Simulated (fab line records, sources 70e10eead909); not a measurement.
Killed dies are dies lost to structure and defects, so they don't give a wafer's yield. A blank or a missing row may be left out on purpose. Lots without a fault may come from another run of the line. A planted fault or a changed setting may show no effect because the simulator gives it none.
fab line records | flow nand_harc
record lots=11 wafers=33 last_day=33
route steps=1302 shown A_STAIRCASE@740 END@1302
lots that met no fault: from a run of the same line without faults
start_h: hours from the record's first day to the start of the lot's first wafer shown | wait_h: hours since the lot's step before | " the same as in the row above | L1.1+2: a row that stands for several wafers | - no value, or no start given | * or withheld: withheld | < > ~ a bound
route shown NAME@n: a module of which the file shows steps, and the number in the route of the first | usual: mean/standard deviation of fault-free wafers | same: alike in all rows | chamber/n: place in a boat | sites: the reading at each site | _std_site: their standard deviation | _edge_site: outer sites' mean less inner sites' | radius_mm: how far each site lies from the wafer's centre | mask NAME#n: copy n | behind: the tool/chamber that last shaped the wafer | hold: why the lot was held/for how many hours/how that ended | device: the transistor (n, p or np) that didn't switch | end of line: the same wafers' tests at the end of the route | a step without rows: its recipe alone | killed: dies lost to structure and defects at the first sort, not the wafer's yield | map: a wafer's dies, x killed, . not, _ none there
set.NAME: the setting as run; set.NAME@STEP: as run at that earlier step | model.NAME: the simulator's own value behind a step, which no gauge read
steps of the route over a sample of lots; a table a step, a row a wafer
services: from which hour (start_h, from the record's first day; less than 0 if before it) a tool's chamber was out of use, for how many hours, and why
## steps
# step NHARC_A_STAIRCASE_TRIM_226
# recipe time_s=211.2 o2_flow_sccm=500 ar_flow_sccm=0 bias_w=0 chemistry=O2
# usual chamber_pressure_mTorr=60.01/0.064 drypump_motor_current_A=5.6/0.38 oes_product_au=1.001/0.009 rf_vpp_V=57.8/0.87 showerhead_plenum_p_Torr=3.49/0.16 throttle_valve_pct=17.037/0.009
# same bias_w=0
# columns lot.wafer tool chamber start_h wait_h chamber_pressure_mTorr drypump_motor_current_A oes_product_au rf_hours_counter_h rf_vpp_V showerhead_plenum_p_Torr throttle_valve_pct
L904.3 rie_diel-05 0 - - 60.04 5.6 0.998 38 59.2 3.79 17.024
L904.6 " 1 " " 60.05 5.3 1.006 - 57.1 3.37 17.025
L904.5 " 2 " " 60.01 6.5 0.984 - 56.3 3.31 17.037
L905.1 rie_diel-05 3 - - 60.02 5.2 1.022 47 58.7 3.63 17.045
L905.2 " 1 " " 60.05 5.3 1.016 45 57.5 3.37 17.028
L905.5 " 3 " " 60.11 5.2 1.011 - 58.2 3.63 17.031
L907.2 rie_diel-05 2 - - 59.95 6.4 0.995 51 58.3 3.30 17.033
L907.3 " 0 " " 59.92 5.6 1.009 42 59.0 3.78 17.034
L907.5 " 3 " " 60.02 5.2 1.004 - 57.5 3.63 17.052
L909.1 rie_diel-13 3 - - 60.02 5.7 1.011 19 58.1 3.46 17.022
L909.5 " 0 " " 59.97 5.3 0.989 - 58.3 3.32 17.036
L909.6 " 1 " " 60.05 5.6 0.998 - 57.9 3.42 17.031
L912.1 rie_diel-13 3 - - 60.02 5.7 1.002 29 57.0 3.46 17.034
L912.2 " 1 " " 59.96 5.5 1.005 38 57.4 3.41 17.035
L912.4 " 1 " " 60.01 5.5 0.996 - 57.8 3.41 17.018
L914.1 rie_diel-05 3 - - 60.04 5.2 1.005 12 57.5 3.62 17.034
L914.2 " 0 " " 60.04 5.6 1.006 12 57.4 3.77 17.024
L914.6 " 0 " " 60.01 5.6 1.002 - 57.8 3.77 17.029
L913.2 rie_diel-13 3 - - 60.05 5.7 0.999 30 56.6 3.46 17.033
L913.1 " 0 " " 59.96 5.4 0.985 38 56.7 3.32 17.047
L913.3 " 1 " " 59.97 5.5 0.991 39 58.6 3.41 17.024
L915.3 rie_diel-13 1 - - 60.02 5.5 0.987 44 56.9 3.41 17.048
L915.2 " 3 " " 59.99 5.7 0.998 35 58.0 3.46 17.030
L915.6 " 0 " " 59.99 5.3 0.990 - 58.3 3.31 17.009
L924.4 rie_diel-05 0 - - 60.04 5.6 1.008 44 59.5 3.75 17.043
L924.1 " 2 " " 59.96 6.4 0.985 49 56.8 3.27 17.027
L924.5 " 3 " " 59.99 5.2 1.000 - 58.5 3.60 17.056
L925.2 rie_diel-05 3 - - 59.95 5.2 0.998 42 58.1 3.60 17.024
L925.5 " 0 " " 60.01 5.6 1.008 - 59.1 3.75 17.024
L925.6 " 1 " " 60.04 5.3 1.009 - 57.2 3.34 17.043
L923.4 rie_diel-01 1 - - 59.94 6.2 1.006 2 58.3 3.72 17.044
L923.1 " 3 " " 60.03 5.1 0.996 2 59.5 3.47 17.028
L923.6 " 2 " " 60.03 6.0 0.995 - 58.5 3.72 17.040
# step NHARC_A_STAIRCASE_TRIM_231
# recipe time_s=211.2 o2_flow_sccm=500 ar_flow_sccm=0 bias_w=0 chemistry=O2
# usual chamber_pressure_mTorr=60.00/0.059 drypump_motor_current_A=5.6/0.42 oes_product_au=1.002/0.008 rf_vpp_V=57.9/0.98 showerhead_plenum_p_Torr=3.55/0.16 throttle_valve_pct=17.037/0.009
# same bias_w=0
# columns lot.wafer tool chamber start_h wait_h chamber_pressure_mTorr drypump_motor_current_A oes_product_au rf_hours_counter_h rf_vpp_V showerhead_plenum_p_Torr throttle_valve_pct
L904.3 rie_diel-05 1 - - 60.06 5.3 1.001 43 57.1 3.37 17.048
L904.5 " 0 " " 60.03 5.6 0.999 - 56.9 3.79 17.044
L904.6 " 1 " " 59.99 5.3 1.003 - 57.2 3.37 17.037
L905.2 rie_diel-13 1 - - 60.01 5.5 1.009 10 58.0 3.43 17.045
L905.1 " 2 " " 60.03 5.6 1.005 2 56.7 3.48 17.033
L905.5 " 3 " " 60.02 5.7 0.997 - 58.0 3.47 17.042
L907.2 rie_diel-05 2 - - 59.99 6.4 0.990 51 55.3 3.30 17.031
L907.3 " 3 " " 59.91 5.2 1.008 50 59.0 3.63 17.024
L907.5 " 1 " " 60.03 5.3 1.018 - 56.2 3.37 17.035
L909.1 rie_diel-05 2 - - 60.06 6.5 0.994 1 56.4 3.30 17.048
L909.5 " 3 " " 59.96 5.2 1.009 - 56.7 3.62 17.031
L909.6 " 0 " " 60.03 5.6 0.999 - 57.4 3.78 17.046
L912.4 rie_diel-05 3 - - 59.94 5.1 1.004 13 58.7 3.62 17.044
L912.2 " 0 " " 60.13 5.6 1.002 12 57.2 3.77 17.028
L912.1 " 1 " " 59.87 5.3 1.009 17 56.7 3.35 17.042
L914.2 rie_diel-05 2 - - 59.88 6.4 1.000 18 57.0 3.29 17.055
L914.1 " 3 " " 60.03 5.2 1.002 13 57.4 3.62 17.048
L914.6 " 2 " " 59.93 6.4 0.997 - 56.7 3.29 17.028
L913.1 rie_diel-01 2 - - 59.86 6.0 1.009 27 58.4 3.73 17.025
L913.3 " 0 " " 60.06 5.4 1.013 28 58.1 3.54 17.048
L913.2 " 1 " " 59.96 6.2 0.998 21 57.4 3.74 17.034
L915.3 rie_diel-01 1 - - 59.99 6.2 0.999 24 59.2 3.73 17.046
L915.2 " 3 " " 60.05 5.1 1.008 27 58.0 3.48 17.043
L915.6 " 2 " " 60.02 6.0 0.994 - 59.1 3.73 17.036
L924.4 rie_diel-01 1 - - 60.03 6.2 1.007 0 59.9 3.72 17.039
L924.1 " 3 " " 60.05 5.1 0.991 0 58.1 3.47 17.043
L924.5 " 1 " " 60.03 6.2 1.013 - 60.6 3.72 17.036
L925.2 rie_diel-01 3 - - 59.96 5.1 1.005 1 57.3 3.47 17.033
L925.6 " 1 " " 60.04 6.2 1.020 - 57.8 3.72 17.034
L925.5 " 2 " " 59.99 6.0 0.995 - 58.5 3.72 17.025
L923.1 rie_diel-01 1 - - 59.93 6.2 1.016 2 58.8 3.72 17.033
L923.4 " 0 " " 60.07 5.4 1.004 2 57.2 3.52 17.038
L923.6 " 1 " " 60.06 6.2 1.003 - 59.0 3.72 17.044
# step NHARC_A_STAIRCASE_TRIM_235
# recipe time_s=211.2 o2_flow_sccm=500 ar_flow_sccm=0 bias_w=0 chemistry=O2
# usual bias_w=0/0 chamber_pressure_mTorr=59.99/0.057 drypump_motor_current_A=5.6/0.42 oes_product_au=1.002/0.0092 rf_vpp_V=57.8/0.95 showerhead_plenum_p_Torr=3.54/0.16 throttle_valve_pct=17.036/0.0096
# columns lot.wafer tool chamber start_h wait_h bias_w chamber_pressure_mTorr drypump_motor_current_A oes_product_au rf_hours_counter_h rf_vpp_V showerhead_plenum_p_Torr throttle_valve_pct
L904.3 rie_diel-05 2 366.46 - 0 60.03 6.5 0.997 48 56.9 3.31 17.048
L904.6 " 0 " " 0 59.98 5.6 1.006 - 58.6 3.79 17.042
L904.5 " 1 " " 0 59.86 5.3 1.002 - 57.1 3.37 17.036
L905.2 rie_diel-13 0 373.14 - 0 59.89 5.3 0.994 10 57.0 3.33 17.044
L905.1 " 3 " " 0 59.92 5.7 0.994 3 57.5 3.47 17.037
L905.5 " 0 " " 0 59.94 5.3 0.996 - 58.0 3.33 17.017
L907.3 rie_diel-05 0 381.23 - 0 59.99 5.6 1.010 43 57.2 3.78 17.052
L907.2 " 1 " " 0 59.96 5.3 1.000 47 57.0 3.37 17.032
L907.5 " 0 " " 0 59.99 5.6 1.005 - 59.1 3.78 17.049
L909.1 rie_diel-05 3 423.07 - 0 60.03 5.2 1.007 2 59.6 3.62 17.035
L909.5 " 1 " " 0 59.94 5.3 0.997 - 57.5 3.36 17.024
L909.6 " 2 " " 0 60.06 6.5 0.978 - 58.1 3.30 17.045
L912.1 rie_diel-05 3 456.35 - 0 60.05 5.2 1.002 13 56.8 3.62 17.027
L912.2 " 1 " " 0 60.03 5.3 0.999 18 57.0 3.35 17.047
L912.4 " 2 " " 0 60.01 6.5 0.994 19 57.4 3.29 17.039
L914.1 rie_diel-05 2 456.46 - 0 60.00 6.4 0.996 19 57.5 3.29 17.034
L914.2 " 3 " " 0 60.01 5.2 1.004 13 58.7 3.62 17.045
L914.6 " 1 " " 0 60.01 5.3 1.007 - 56.8 3.35 17.035
L913.3 rie_diel-01 2 458.76 - 0 59.99 6.0 0.998 27 58.3 3.73 17.029
L913.2 " 0 " " 0 60.02 5.4 0.996 28 57.8 3.54 17.020
L913.1 " 1 " " 0 59.93 6.2 0.986 22 59.3 3.74 17.043
L915.2 rie_diel-01 0 475.15 - 0 60.00 5.4 1.015 32 57.6 3.53 17.029
L915.3 " 2 " " 0 59.99 6.0 1.003 30 57.6 3.73 17.020
L915.6 " 3 " " 0 60.03 5.1 1.009 - 59.1 3.48 17.027
L924.4 rie_diel-01 1 567.73 - - - - - - - - -
L924.1 " 0 " " - - - - - - - -
L924.5 " 1 " " - - - - - - - -
L925.2 rie_diel-01 0 569.94 - - - - - - - - -
L925.6 " 2 " " - - - - - - - -
L925.5 " 3 " " - - - - - - - -
L923.4 rie_diel-01 1 572.25 - 0 59.92 6.2 1.014 2 58.6 3.72 17.037
L923.1 " 2 " " 0 60.01 6.0 0.995 2 59.1 3.72 17.043
L923.6 " 0 " " 0 59.90 5.4 1.004 - 56.6 3.52 17.036
# step NHARC_A_STAIRCASE_ETCH_236
# recipe target_depth_a=1000 time_s=40.5 ion_energy_ev=400 c4f8_flow_sccm=20 o2_flow_sccm=10 ar_flow_sccm=withheld rf_w=600 bias_w=1000 chemistry=C4F8/O2
# usual bias_w=1000/3.1 oes_product_au=0.947/0.01 rf_vpp_V=897/6
# columns lot.wafer tool chamber start_h wait_h bias_w oes_product_au rf_hours_counter_h rf_vpp_V
L904.3 rie_diel-05 2 - - 994 0.943 48 887
L904.6 " 0 " " 1000 0.943 - 906
L904.5 " 1 " " 1004 0.943 - 889
L905.2 rie_diel-13 2 - - 1002 0.944 2 895
L905.1 " 3 " " 997 0.922 3 894
L905.5 " 3 " " 997 0.931 - 894
L907.3 rie_diel-05 1 - - 1000 0.961 47 889
L907.2 " 3 " " 1001 0.942 50 899
L907.5 " 0 " " 999 0.953 - 904
L909.1 rie_diel-05 1 - - 1003 0.950 1 889
L909.6 " 2 " " 999 0.954 - 886
L909.5 " 3 " " 997 0.963 - 899
L912.2 rie_diel-05 0 - - 999 0.943 13 906
L912.1 " 2 " " 1002 0.935 19 886
L912.4 " 3 " " 998 0.951 13 900
L914.1 rie_diel-05 0 - - 997 0.941 13 905
L914.2 " 1 " " 995 0.940 18 891
L914.6 " 0 " " 1003 0.935 - 904
L913.3 rie_diel-01 1 - - 995 0.939 22 903
L913.1 " 2 " " 1000 0.950 27 902
L913.2 " 0 " " 997 0.944 28 895
L915.2 rie_diel-01 0 - - 996 0.956 32 897
L915.3 " 3 " " 1003 0.952 28 896
L915.6 " 1 " " 997 0.938 - 903
L924.1 rie_diel-01 2 - - 1002 0.947 0 902
L924.4 " 3 " " 994 0.957 0 892
L924.5 " 1 " " 1000 0.944 - 903
L925.2 rie_diel-01 3 - - 1002 0.937 1 894
L925.5 " 1 " " 1001 0.965 - 904
L925.6 " 2 " " 1001 0.944 - 904
L923.4 rie_diel-01 0 - - 994 0.940 2 896
L923.1 " 3 " " 1000 0.943 2 892
L923.6 " 1 " " 998 0.957 - 903
# step NHARC_END_SORT_01
# recipe temp_c=25
# usual killed_at_array=59/24 killed_at_other=0.7/1.2 killed_at_periphery=3.5/2.6 killed_dies=63/24 killed_open=3.2/2.1 killed_short=2.4/1.5
# same gross_dies=677
# columns lot.wafer tool chamber start_h wait_h killed_at_array killed_at_other killed_at_periphery killed_dies killed_open killed_short
L924.1 prober-02 0 774.40 2.5 672 0 5 677 8 3
L924.4 prober-02 0 776.81 3.4 671 0 6 677 4 0
L924.5 prober-02 0 777.62 3.7 674 0 3 677 1 0
L925.2 prober-01 0 775.17 2.8 673 0 4 677 0 2
L925.5 prober-01 0 777.61 3.7 676 0 1 677 3 0
L925.6 prober-01 0 778.42 4.1 675 0 2 677 3 2
# killed by level:class
L924.1 A_STAIRCASE:area_trim=604 A_SLIT:chamber_film_flake=23 A_CHANNEL_HOLE_D1:chamber_film_flake=17 A_CHANNEL_HOLE_D2:chamber_film_flake=13 A_STAIRCASE:chamber_film_flake=4 P_CONTACT:geometric_particle:open=2 A_M0:geometric_particle:open=2 A_CONTACT:chamber_film_flake=2
L925.2 A_STAIRCASE:area_trim=658 A_SLIT:chamber_film_flake=5 A_CHANNEL_HOLE_D1:unspecified=3 A_CONTACT:chamber_film_flake=3 P_CONTACT:geometric_particle:short=1 A_SGD_CUT:geometric_particle:short=1 P_STI:chamber_film_flake=1 P_CONTACT:chamber_film_flake=1
L924.4 A_STAIRCASE:area_trim=595 A_SLIT:chamber_film_flake=26 A_CHANNEL_HOLE_D2:chamber_film_flake=22 A_STAIRCASE:chamber_film_flake=10 A_CHANNEL_HOLE_D1:chamber_film_flake=8 A_BONDPAD:chamber_film_flake=3 A_CHANNEL_FILL_D2:geometric_particle:open=2 P_STI:chamber_film_flake=2
L925.5 A_STAIRCASE:area_trim=659 A_SLIT:chamber_film_flake=3 A_CHANNEL_HOLE_D1:chamber_film_flake=2 A_CONTACT:chamber_film_flake=2 A_M1:chamber_film_flake=2 A_SOURCE_PLATE:geometric_particle:open=1 A_ONON_D2:geometric_particle:open=1 A_CHANNEL_HOLE_D2:geometric_particle:open=1
L924.5 A_STAIRCASE:area_trim=618 A_SLIT:chamber_film_flake=23 A_CHANNEL_HOLE_D2:chamber_film_flake=14 A_CHANNEL_HOLE_D1:chamber_film_flake=9 A_STAIRCASE:chamber_film_flake=5 A_CONTACT:chamber_film_flake=2 A_CHANNEL_FILL_D2:geometric_particle:open=1 P_ZERO_WELL:chamber_film_flake=1
L925.6 A_STAIRCASE:area_trim=652 A_SLIT:chamber_film_flake=9 A_CONTACT:chamber_film_flake=3 P_STI:chamber_film_flake=2 A_ZERO_WELL:chamber_film_flake=2 A_CHANNEL_HOLE_D2:chamber_film_flake=2 A_M1:chamber_film_flake=2 A_CHANNEL_FILL_D1:geometric_particle:short=1
## services
# columns tool chamber start_h hours kind
rie_diel-13 - 342.18 9.0 pm
rie_diel-13 2 353.03 8.5 repair
rie_diel-13 3 356.16 5.9 repair
rie_diel-05 0 362.04 - clean
rie_diel-05 1 362.04 - clean
rie_diel-05 2 362.04 - clean
rie_diel-05 3 362.04 - clean
rie_diel-13 - 362.98 1.1 repair
rie_diel-01 1 370.55 30.6 repair
rie_diel-01 - 380.95 9.0 pm
rie_diel-05 0 386.57 - clean
rie_diel-05 1 386.57 - clean
rie_diel-05 2 386.57 - clean
rie_diel-05 3 386.57 - clean
rie_diel-05 - 406.63 9.0 pm
rie_diel-05 0 406.63 10.3 vent_cycle
rie_diel-05 1 406.63 9.0 vent_cycle
rie_diel-01 - 431.97 0.4 repair
rie_diel-13 2 445.07 16.4 repair
rie_diel-01 3 452.02 15.6 repair
rie_diel-13 0 499.96 6.0 repair
rie_diel-05 3 519.22 5.4 repair
rie_diel-13 - 520.19 9.0 pm
rie_diel-01 - 557.95 9.0 pm
## key
first_sign step=NHARC_A_STAIRCASE_TRIM_235 reading=tool_record direction=missing
effect step=NHARC_END_SORT_01 reading=killed_at_array direction=up sigmas=26 usual=59 struck=674
more_kills_born_at NHARC_A_STAIRCASE_TRIM_235@rie_diel-01=3785
met_at NHARC_A_STAIRCASE_TRIM_235
struck_lots L924,L925
later_rows_left_out L924.1,L924.4,L924.5,L925.2,L925.5,L925.6
tester_left_out L924,L925
not_acting_at NHARC_A_STAIRCASE_TRIM_226,NHARC_A_STAIRCASE_TRIM_231,NHARC_A_STAIRCASE_ETCH_236
onset_between 475.15 567.73
fault kind=skipped_step_whole tool=rie_diel-01 chamber=- onset_h=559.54 steps=NHARC_A_STAIRCASE_TRIM_235 scope=struck_lots_only
# tester_left_out: of these lots the tester's yield and bins aren't shown, on N5 and GAA mostly nor the transistor test; their killed dies are dies lost to structure and defects alone, not to doping, threshold or leakage, so they don't give the yield
# later_rows_left_out: the simulator's readings of these wafers behind a module that went badly wrong aren't trusted and aren't shown, but for the sort
